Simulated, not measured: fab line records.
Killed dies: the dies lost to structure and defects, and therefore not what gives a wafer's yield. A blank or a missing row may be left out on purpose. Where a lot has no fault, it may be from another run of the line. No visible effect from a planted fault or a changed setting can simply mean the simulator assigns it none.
Chamber matching :: flow n5Finfet :: 4 sister chambers for N5_PMOS_HMC_CHANNEL_EPI_DESCUM_14 on rieDiel-03
The step chemistry O2, time 7.9 s. 18 wafers are shown with their chamber, then 9 later ones without.

## WAFERS, EACH WITH ITS CHAMBER
wafer: L075.2
chamber: 1
showerheadPlenumPTorr (Torr): 2.04
drypumpMotorCurrentA (A): 5.7
throttleValvePct (%): 20.76

wafer: L075.4
chamber: 0
showerheadPlenumPTorr (Torr): 2.16
drypumpMotorCurrentA (A): 5.7
throttleValvePct (%): 20.72

wafer: L075.6
chamber: 2
showerheadPlenumPTorr (Torr): 2.16
drypumpMotorCurrentA (A): 5.3
throttleValvePct (%): 20.60

wafer: L077.1
chamber: 3
showerheadPlenumPTorr (Torr): 2.09
drypumpMotorCurrentA (A): 5.0
throttleValvePct (%): 20.52

wafer: L077.4
chamber: 2
showerheadPlenumPTorr (Torr): 2.16
drypumpMotorCurrentA (A): 5.3
throttleValvePct (%): 20.60

wafer: L077.6
chamber: 1
showerheadPlenumPTorr (Torr): 2.03
drypumpMotorCurrentA (A): 5.7
throttleValvePct (%): 20.76

wafer: L078.1
chamber: 1
showerheadPlenumPTorr (Torr): 2.03
drypumpMotorCurrentA (A): 5.7
throttleValvePct (%): 20.75

wafer: L078.5
chamber: 2
showerheadPlenumPTorr (Torr): 2.16
drypumpMotorCurrentA (A): 5.3
throttleValvePct (%): 20.61

wafer: L078.6
chamber: 1
showerheadPlenumPTorr (Torr): 2.03
drypumpMotorCurrentA (A): 5.7
throttleValvePct (%): 20.76

wafer: L079.1
chamber: 3
showerheadPlenumPTorr (Torr): 2.09
drypumpMotorCurrentA (A): 5.1
throttleValvePct (%): 20.53

wafer: L079.2
chamber: 0
showerheadPlenumPTorr (Torr): 2.16
drypumpMotorCurrentA (A): 5.7
throttleValvePct (%): 20.73

wafer: L079.3
chamber: 2
showerheadPlenumPTorr (Torr): 2.16
drypumpMotorCurrentA (A): 5.3
throttleValvePct (%): 20.60

wafer: L081.1
chamber: 1
showerheadPlenumPTorr (Torr): 2.03
drypumpMotorCurrentA (A): 5.7
throttleValvePct (%): 20.79

wafer: L081.2
chamber: 2
showerheadPlenumPTorr (Torr): 2.16
drypumpMotorCurrentA (A): 5.3
throttleValvePct (%): 20.62

wafer: L081.5
chamber: 2
showerheadPlenumPTorr (Torr): 2.16
drypumpMotorCurrentA (A): 5.3
throttleValvePct (%): 20.62

wafer: L084.2
chamber: 2
showerheadPlenumPTorr (Torr): 2.16
drypumpMotorCurrentA (A): 5.3
throttleValvePct (%): 20.64

wafer: L084.3
chamber: 0
showerheadPlenumPTorr (Torr): 2.16
drypumpMotorCurrentA (A): 5.6
throttleValvePct (%): 20.74

wafer: L084.4
chamber: 3
showerheadPlenumPTorr (Torr): 2.09
drypumpMotorCurrentA (A): 5.1
throttleValvePct (%): 20.54

SIGNATURES (means of the wafers above)
reading: showerheadPlenumPTorr
chamber 0: 2.1600
chamber 1: 2.0320
chamber 2: 2.1600
chamber 3: 2.0900
scatter within a chamber: 0.00239

reading: drypumpMotorCurrentA
chamber 0: 5.667
chamber 1: 5.700
chamber 2: 5.300
chamber 3: 5.067
scatter within a chamber: 0.0309

reading: throttleValvePct
chamber 0: 20.7300
chamber 1: 20.7640
chamber 2: 20.6129
chamber 3: 20.5300
scatter within a chamber: 0.0138
Rule: distance of a wafer from a chamber = root of the sum over the readings of ((wafer's reading minus chamber's mean) / reading's scatter) squared. If the next closest chamber is less than 2 further off than the closest, the wafer can't be placed; otherwise it belongs to the closest. How the scatter is found: for the shown wafers, subtract from each reading the mean of its chamber, square and add these, divide the total by (wafers less chambers), then take the root.

## WAFERS WHOSE CHAMBER IS MISSING
wafer: L086.2
showerheadPlenumPTorr (Torr): 2.15
drypumpMotorCurrentA (A): 5.3
throttleValvePct (%): 20.62

wafer: L086.3
showerheadPlenumPTorr (Torr): 2.15
drypumpMotorCurrentA (A): 5.6
throttleValvePct (%): 20.75

wafer: L086.5
showerheadPlenumPTorr (Torr): 2.15
drypumpMotorCurrentA (A): 5.3
throttleValvePct (%): 20.64

wafer: L090.3
showerheadPlenumPTorr (Torr): 2.08
drypumpMotorCurrentA (A): 5.1
throttleValvePct (%): 20.57

wafer: L090.4
showerheadPlenumPTorr (Torr): 2.15
drypumpMotorCurrentA (A): 5.6
throttleValvePct (%): 20.76

wafer: L090.6
showerheadPlenumPTorr (Torr): 2.15
drypumpMotorCurrentA (A): 5.6
throttleValvePct (%): 20.76

wafer: L093.1
showerheadPlenumPTorr (Torr): 2.15
drypumpMotorCurrentA (A): 5.3
throttleValvePct (%): 20.65

wafer: L093.4
showerheadPlenumPTorr (Torr): 2.15
drypumpMotorCurrentA (A): 5.7
throttleValvePct (%): 20.77

wafer: L093.6
showerheadPlenumPTorr (Torr): 2.15
drypumpMotorCurrentA (A): 5.3
throttleValvePct (%): 20.66

## CHAMBER TAKEN BY EACH
wafer: L086.2
from the rows above: 2
in truth: 2

wafer: L086.3
from the rows above: 0
in truth: 0

wafer: L086.5
from the rows above: 2
in truth: 2

wafer: L090.3
from the rows above: 3
in truth: 3

wafer: L090.4
from the rows above: 0
in truth: 0

wafer: L090.6
from the rows above: 0
in truth: 0

wafer: L093.1
from the rows above: 2
in truth: 2

wafer: L093.4
from the rows above: 0
in truth: 0

wafer: L093.6
from the rows above: 2
in truth: 2
Correct placement for 9 of the 9. Number that these rows cannot place: 0. Placed wrongly: 0.
